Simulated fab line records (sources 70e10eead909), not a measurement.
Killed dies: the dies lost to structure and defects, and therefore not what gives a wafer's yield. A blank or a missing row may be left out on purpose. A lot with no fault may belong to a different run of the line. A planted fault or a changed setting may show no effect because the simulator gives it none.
What tool caused it? + flow nand harc + 42 wafers from 14 lots sampled at 5 of the route's 1159 steps

## WHAT EACH GAUGE READ, for each wafer
NHARC_A_ONON_D1_THK_MEAS_11: measures by ellipsometry. Usual: thk nm reads 1002 nm (standard deviation 9.8).
| lot  | measured     | on            | thk nm (nm)    | flag |
|------|--------------|---------------|----------------|------|
| L209 | day 7 06:04  | film metro-02 | 1015 1016 1015 |      |
| L211 | day 7 16:31  | film metro-01 | 1011 1012 1015 |      |
| L213 | day 8 10:15  | film metro-02 | 1014 1014 1015 |      |
| L214 | day 8 20:21  | film metro-02 | 1002 1003 1001 |      |
| L215 | day 9 03:34  | film metro-01 | 1005 1006 1007 |      |
| L216 | day 9 03:34  | film metro-02 | 982 982 982    |      |
| L218 | day 9 17:56  | film metro-02 | 996 996 995    |      |
| L217 | day 9 17:58  | film metro-01 | 1007 1007 1008 |      |
| L219 | day 9 23:48  | film metro-02 | 998 999 998    |      |
| L220 | day 11 02:05 | film metro-01 | 625 624 625    | OFF  |
| L224 | day 11 05:55 | film metro-02 | 995 995 996    |      |
| L225 | day 11 22:19 | film metro-01 | 631 632 633    | OFF  |
| L232 | day 12 22:12 | film metro-01 | 1010 1008 1008 |      |
| L230 | day 12 22:13 | film metro-02 | 980 980 980    |      |

NHARC_END_SORT_01. Usual: killed at array 27, standard deviation 11; killed at other 0.6, standard deviation 0.89; killed at periphery 3.0, standard deviation 2.4; killed dies 31, standard deviation 12; killed open 3.2, standard deviation 1.6; killed short 2.0, standard deviation 1.5.
| lot  | measured     | on        | killed at array | killed at other | killed at periphery | killed dies | killed open | killed short | flag |
|------|--------------|-----------|-----------------|-----------------|---------------------|-------------|-------------|--------------|------|
| L220 | day 22 22:21 | prober-02 | 676 676 675     | 0 0 0           | 1 1 2               | 677 677 677 | 3 5 3       | 1 0 3        | OFF  |
| L225 | day 23 20:28 | prober-01 | 670 670 676     | 0 0 0           | 7 7 1               | 677 677 677 | 3 6 2       | 4 4 3        | OFF  |

## WHAT TOOL EACH LOT RAN ON (gives the tool, then ch and the chambers of the sampled wafers, and finally the start)
| lot  | NHARC_A_ONON_D1_DEP_09           | NHARC_A_CHANNEL_HOLE_D1_DEP_00 | NHARC_A_CHANNEL_HOLE_D1_DEP_01  |
|------|----------------------------------|--------------------------------|---------------------------------|
| L209 | pecvd onon-01 ch 0, day 7 05:33  | acl dep-02 ch 0, day 7 16:43   | pecvd-01 ch 0,1, day 7 18:41    |
| L211 | pecvd onon-04 ch 0, day 7 16:01  | acl dep-01 ch 0, day 8 03:03   | pecvd-01 ch 0,1, day 8 04:58    |
| L213 | pecvd onon-03 ch 0, day 8 09:44  | acl dep-03 ch 0, day 8 21:38   | pecvd-01 ch 1,2, day 8 23:35    |
| L214 | pecvd onon-01 ch 0, day 8 19:50  | acl dep-01 ch 0, day 9 09:06   | pecvd-02 ch 0,2, day 9 11:06    |
| L215 | pecvd onon-01 ch 0, day 9 03:03  | acl dep-02 ch 0, day 9 15:05   | pecvd-03 ch 0,1, day 9 16:59    |
| L216 | pecvd onon-04 ch 0, day 9 03:07  | acl dep-03 ch 0, day 9 15:24   | pecvd-01 ch 0,2, day 9 17:02    |
| L218 | pecvd onon-04 ch 0, day 9 17:25  | acl dep-01 ch 0, day 10 05:08  | pecvd-03 ch 1,2, day 10 07:05   |
| L217 | pecvd onon-01 ch 0, day 9 17:27  | acl dep-02 ch 0, day 10 05:09  | pecvd-01 ch 1,2, day 10 07:10   |
| L219 | pecvd onon-01 ch 0, day 9 23:24  | acl dep-01 ch 0, day 10 11:08  | pecvd-02 ch 1,2, day 10 12:28   |
| L220 | pecvd onon-01 ch 0, day 11 01:41 | -                              | -                               |
| L224 | pecvd onon-03 ch 0, day 11 05:35 | acl dep-02 ch 0, day 11 19:02  | pecvd-01 ch 0,1,2, day 11 20:06 |
| L225 | pecvd onon-01 ch 0, day 11 21:52 | -                              | -                               |
| L232 | pecvd onon-04 ch 0, day 12 21:41 | acl dep-02 ch 0, day 13 10:31  | pecvd-02 ch 1,2, day 13 12:28   |
| L230 | pecvd onon-03 ch 0, day 12 21:43 | acl dep-02 ch 0, day 13 12:26  | pecvd-02 ch 0,1, day 13 14:25   |
- NHARC_A_ONON_D1_DEP_09: target thk 1000 nm.
- NHARC_A_CHANNEL_HOLE_D1_DEP_00: deposits aC, target thk 3100 nm.
- NHARC_A_CHANNEL_HOLE_D1_DEP_01: deposits SiON, target thk 140 nm.

## AS READ BY THE TOOLS THEMSELVES (means over the sampled wafers that have a number; for cases with no such wafer, the mark the record gives instead)
NHARC_A_ONON_D1_DEP_09. Usual: sih4 flow sccm reads 209.9 sccm (standard deviation 0.6).
| lot  | tool          | sih4 flow sccm (sccm) | flag |
|------|---------------|-----------------------|------|
| L209 | pecvd onon-01 | 210.1                 |      |
| L211 | pecvd onon-04 | 210.5                 |      |
| L213 | pecvd onon-03 | 209.6                 |      |
| L214 | pecvd onon-01 | 209.1                 |      |
| L215 | pecvd onon-01 | 209.6                 |      |
| L216 | pecvd onon-04 | 210.8                 |      |
| L218 | pecvd onon-04 | 209.9                 |      |
| L217 | pecvd onon-01 | 210.0                 |      |
| L219 | pecvd onon-01 | 210.8                 |      |
| L220 | pecvd onon-01 | 209.5                 |      |
| L224 | pecvd onon-03 | 209.8                 |      |
| L225 | pecvd onon-01 | 210.1                 |      |
| L232 | pecvd onon-04 | 209.9                 |      |
| L230 | pecvd onon-03 | 209.9                 |      |

NHARC_A_CHANNEL_HOLE_D1_DEP_00. Usual: throttle valve pct reads 35.000 % (standard deviation 0.0084).
| lot  | tool       | throttle valve pct (%) | flag |
|------|------------|------------------------|------|
| L209 | acl dep-02 | 34.998                 |      |
| L211 | acl dep-01 | 34.993                 |      |
| L213 | acl dep-03 | 35.006                 |      |
| L214 | acl dep-01 | 35.006                 |      |
| L215 | acl dep-02 | 34.997                 |      |
| L216 | acl dep-03 | 35.005                 |      |
| L218 | acl dep-01 | 34.986                 |      |
| L217 | acl dep-02 | 34.997                 |      |
| L219 | acl dep-01 | 34.998                 |      |
| L224 | acl dep-02 | 35.002                 |      |
| L232 | acl dep-02 | 34.998                 |      |
| L230 | acl dep-02 | 34.998                 |      |

NHARC_A_CHANNEL_HOLE_D1_DEP_01. Usual: heater power w reads 732 W (standard deviation 79).
| lot  | tool     | heater power w (W) | flag |
|------|----------|--------------------|------|
| L209 | pecvd-01 | 745                |      |
| L211 | pecvd-01 | 819                |      |
| L213 | pecvd-01 | 736                |      |
| L214 | pecvd-02 | 671                |      |
| L215 | pecvd-03 | 793                |      |
| L216 | pecvd-01 | 736                |      |
| L218 | pecvd-03 | 750                |      |
| L217 | pecvd-01 | 679                |      |
| L219 | pecvd-02 | 798                |      |
| L224 | pecvd-01 | 717                |      |
| L232 | pecvd-02 | 746                |      |
| L230 | pecvd-02 | 668                |      |

## THE ANSWER, worked out from the rows above alone
Rule: a lot counts as off when the mean over its wafers that have a number is more than 3 standard deviations away from the usual mean. A lot without any number at a reading at which 4 lots or more have one is off too. All remaining lots with rows at the step are treated as sound. The gauges are gone through in route order, then the tools' own readings, and for those a lot's mean is taken as printed above. At the first step where some lot is off, the reading lying furthest off is the one used; lots without a number count as furthest.
Off: L220, L225 (NHARC_A_ONON_D1_THK_MEAS_11, thk nm).
A tool fits if, at a process step before that reading, it ran every lot that is off, and no sound lot after the first of them. The gauges at NHARC_A_ONON_D1_THK_MEAS_11 aren't tried: what is off there is off at NHARC_END_SORT_01 too, on other tools, and a gauge's error can't cause that. One fits: pecvd onon-01 at NHARC_A_ONON_D1_DEP_09. Its last sound lot is L219 (day 9 23:24), its first lot that is off L220 (day 11 01:41): a fault that began between those two fits.

## WHAT THE SIMULATOR HAD PUT IN
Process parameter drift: pecvd onon-01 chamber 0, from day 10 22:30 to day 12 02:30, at NHARC_A_ONON_D1_DEP_09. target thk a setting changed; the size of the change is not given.
Shown lots that were struck: L220, L225. The same result came from the rule above.
